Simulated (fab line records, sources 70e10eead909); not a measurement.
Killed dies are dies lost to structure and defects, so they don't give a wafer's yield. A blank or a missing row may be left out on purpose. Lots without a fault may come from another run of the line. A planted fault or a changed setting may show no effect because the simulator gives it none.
Chamber matching | flow nand_harc | NHARC_A_STAIRCASE_DESCUM_219 on rie_diel-04: 4 sister chambers
The step chemistry O2, time 3 s. 4 wafers are shown with their chamber, then 12 later ones without.

WAFERS WITH THEIR CHAMBER
wafer  | chamber | showerhead_plenum_p_Torr (Torr)
L082.2 | 1       | 1.77
L083.5 | 0       | 1.83
L089.1 | 3       | 2.02
L089.5 | 2       | 1.96

WAFERS WITHOUT THEIR CHAMBER
wafer  | showerhead_plenum_p_Torr (Torr)
L091.1 | 1.95
L091.3 | 2.02
L091.5 | 2.02
L095.1 | 1.95
L095.4 | 1.82
L095.5 | 1.82
L097.3 | 2.07
L097.4 | 1.95
L097.6 | 1.95
L096.2 | 2.07
L096.3 | 1.95
L096.6 | 2.07

WHICH CHAMBER EACH WENT THROUGH
wafer  | from the rows above     | in truth
L091.1 | 2                       | 2
L091.3 | 3                       | 3
L091.5 | 3                       | 3
L095.1 | 2                       | 2
L095.4 | can't be placed: 0 or 1 | 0
L095.5 | can't be placed: 0 or 1 | 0
L097.3 | 3                       | 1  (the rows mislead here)
L097.4 | 2                       | 2
L097.6 | 2                       | 2
L096.2 | 3                       | 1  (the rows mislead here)
L096.3 | 2                       | 2
L096.6 | 3                       | 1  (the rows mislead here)
Placed correctly: 7 of 12. Can't be placed from these rows: 2 (the true chamber is among the candidates in 2). Placed wrongly: 3.
How it was worked out, from the rows above alone: a wafer's distance from a chamber is the root of the sum, over the readings, of the square of ((its reading less the chamber's mean) divided by the reading's scatter). The wafer belongs to the nearest chamber; if the next one is less than 2 further off, it can't be placed. A chamber's mean is the mean of its shown wafers. The scatter: with one shown wafer a chamber, the root of the mean of the squares of how far each hidden wafer lies from its nearest shown one.
